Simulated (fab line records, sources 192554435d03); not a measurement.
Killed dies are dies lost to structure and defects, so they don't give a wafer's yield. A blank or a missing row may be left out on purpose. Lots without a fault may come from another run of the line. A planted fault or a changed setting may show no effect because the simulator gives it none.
Which tool did it? | flow n5_finfet | 9 lots, 27 wafers sampled, at 1 step of a route of 1938

WHAT THE GAUGES READ, wafer by wafer
N5_ZERO_LAYER_CD_MEAS_11: target cd 2000 nm.
lot  | measured    | on        | cd_nm (nm)
L567 | day 1 12:46 | cd_sem-03 | 2002.5 2000.8 2004.1
L568 | day 1 18:38 | cd_sem-02 | 2001.9 2002.4 2002.1
L571 | day 2 12:39 | cd_sem-01 | 2002.4 2001.0 2002.0
L576 | day 3 18:38 | cd_sem-01 | 2001.0 2002.5 2002.0
L586 | day 6 06:46 | cd_sem-02 | 1998.9 1999.5 2002.0
L587 | day 6 12:38 | cd_sem-03 | 2001.3 2001.8 1999.4
L588 | day 6 18:47 | cd_sem-01 | 1999.5 1999.2 1998.4
L589 | day 7 00:41 | cd_sem-01 | 2001.1 2000.8 2000.3
L590 | day 7 06:38 | cd_sem-02 | 1997.2 1998.4 1996.7

WHICH TOOL RAN EACH LOT (tool, then ch and the chambers of the sampled wafers, then the start)
The record holds no process step before these readings.

THE ANSWER, worked out from the rows above alone
Rule: what is usual is taken from the lots themselves. Put in order of their means at a reading, lots are off if they are a third of the lots or fewer, leave a main group of 4 or more, and stand apart from it by a gap of 3 or more times the standard deviation of the main group's means; of several such gaps the widest counts. A main group whose means are all the same, to the digits that the tables above print for the reading, isn't used. A lot without any number at a reading at which 4 lots or more have one is off too. The other lots that the step has rows for count as sound.
No lot is off at any reading shown: from this, nothing can be told.

WHAT THE SIMULATOR HAD PUT IN
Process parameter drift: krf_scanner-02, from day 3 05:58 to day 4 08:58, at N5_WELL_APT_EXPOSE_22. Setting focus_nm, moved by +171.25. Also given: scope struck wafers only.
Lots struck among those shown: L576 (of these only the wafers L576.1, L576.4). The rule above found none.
